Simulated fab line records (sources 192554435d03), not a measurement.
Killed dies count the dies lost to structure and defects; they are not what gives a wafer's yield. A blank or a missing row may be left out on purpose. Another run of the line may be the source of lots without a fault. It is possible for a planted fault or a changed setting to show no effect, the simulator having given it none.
Comparing a struck lot with a sound one | flow n5Finfet | 21 out of 1938 route steps
Sound: the wafers L415.3, L415.4, L415.6. Struck: wafer L416.1. (L416.5 of the same lot was not struck and is left out.) The cause comes at the end.
Order at every step that has rows: each side's tool, ch and its chambers, its first start. Under that, the readings that differ: sound wafers | struck wafers | difference of the means | sigmas: that difference in standard deviations of wafers without a fault.
alike: words and numbers the same on both sides, and readings whose means are apart by under 2 such deviations; not compared: readings that were withheld, readings missing a value for some wafer, numbers with overlapping values and no deviation given by the record, and bounds like >300 which may hide the same value.
A row with sigmas, a row that says differs or no value, or rows on one side alone: a step with any of these is where the two part. Numbers that don't overlap but have no deviation are shown without sigmas and don't part them. A reading missing from all wafers of one side parts the sides only when that side holds two or more wafers.

N5_PASSIVATION_PECVD_00: deposits SiO2 from SiH4/N2O, target thk 200 nm, time 11.2 s.
  sound on pecvd-04 ch 0,2, day 13 10:02; struck on pecvd-03 ch 2, day 13 23:22
reading          | sound       | struck | difference | sigmas
heaterPowerW (W) | 719 551 600 | 830    | +207       | +2
  alike: rfFwdPowerW, showerheadPlenumPTorr, throttleValvePct
then, 1 step without rows for these wafers: N5_MIM_BOT_DEGAS_01 (time 60 s).
N5_MIM_BOT_SPUTTER_00: material TiN, target thk 35 nm, time 89.7 s.
  struck on pvdSputter-01, day 14 00:37; sound on pvdSputter-03, day 13 10:42
  alike: throttleValvePct
N5_MIM_TOP_ALD_00: deposits Al2O3, purge time 3 s, co reactant pulse time 3 s.
  sound on aldHk-03 ch 0,1,3, day 13 10:48; struck on aldHk-03 ch 0, day 14 00:43
  alike: precursorPulseHeightRel
N5_MIM_TOP_ALD_01: deposits HfO2, target thk 5.6 nm, pulse time 1 s, purge time 3 s.
  sound: aldHk-03 ch 0,1,3; struck: aldHk-03 ch 0
  alike: precursorPulseHeightRel
then, 7 steps without rows for these wafers: N5_MIM_TOP_ALD_02 (deposits Al2O3, purge time 3 s, co reactant pulse time 3 s); N5_MIM_TOP_DEGAS_04 (time 60 s); N5_MIM_TOP_SPUTTER_03 (material TiN, target thk 35 nm, time 89.7 s); N5_MIM_TOP_LITHO_HMDS_01 (time 60 s); N5_MIM_TOP_LITHO_COAT_02; N5_MIM_TOP_LITHO_EBR_04; N5_MIM_TOP_LITHO_SOFTBAKE_03 (time 90 s).
N5_MIM_TOP_LITHO_EXPOSE_05: exposes mask MIM TOP, target cd 2000 nm.
  sound on krfScanner-01 ch 0, day 13 11:42; struck on krfScanner-02 ch 0, day 14 01:45
  alike: mask
then, 3 steps without rows for these wafers: N5_MIM_TOP_LITHO_PEB_06; N5_MIM_TOP_LITHO_DEVELOP_07 (develop time 60 s); N5_MIM_TOP_LITHO_HARDBAKE_09 (time 120 s).
N5_MIM_TOP_LITHO_CD_MEAS_08: the cd target is 2000 nm.
  sound on cdSem-01 ch 0, day 13 11:52; struck on cdSem-01 ch 0, day 14 01:56
reading   | sound                | struck | difference | sigmas
cdNm (nm) | 2000.3 1999.8 1998.5 | 1973.8 | -25.7      | -10
N5_MIM_TOP_LITHO_OVL_MEAS_11:
  sound on overlay-02 ch 0, day 13 11:54; struck on overlay-02 ch 0, day 14 01:58
  alike: MIM_TOP_OVL
N5_MIM_TOP_LITHO_INSPECT_12: inspects for defects (macro).
  struck on defectInspect-01, day 14 01:59; sound on defectInspect-01, day 13 11:55
  alike: rawDefectCount
N5_MIM_TOP_LITHO_DESCUM_10: chemistry O2, time 7.9 s.
  sound on rieDiel-06 ch 0,1,3, day 13 11:57; struck on rieDiel-04 ch 0, day 14 02:02
reading                       | sound          | struck | difference | sigmas
showerheadPlenumPTorr (Torr)  | 2.06 2.00 2.05 | 2.25   | +0.21      | +2
model.MIM_TOP_LITHO.cdNm (nm) | 2000 2000 1998 | 1974   | -25        | 
  alike: chamberPressureMTorr, drypumpMotorCurrentA, oesProductAu, rfFwdPowerW, rfVppV, throttleValvePct
  not compared: rfHoursCounterH
N5_MIM_TOP_ETCH_ETCH_00: etches TiN in Cl2/BCl3, target depth 38.5 nm.
  sound on rieMetal-02 ch 0,1, day 13 12:05; struck on rieMetal-01 ch 0, day 14 02:07
reading                  | sound          | struck | difference                   | sigmas
drypumpMotorCurrentA (A) | 5.49 5.33 5.32 | 5.85   | +0.47                        | +2
rfHoursCounterH (h)      | - - -          | 55     | no value on the sound wafers | 
  alike: chamberPressureMTorr, oesProductAu, rfFwdPowerW, throttleValvePct

WHERE THEY PART
Earliest at N5_PASSIVATION_PECVD_00; latest, in this record, at N5_MIM_TOP_ETCH_ETCH_00.

WHY: what the simulator had put in
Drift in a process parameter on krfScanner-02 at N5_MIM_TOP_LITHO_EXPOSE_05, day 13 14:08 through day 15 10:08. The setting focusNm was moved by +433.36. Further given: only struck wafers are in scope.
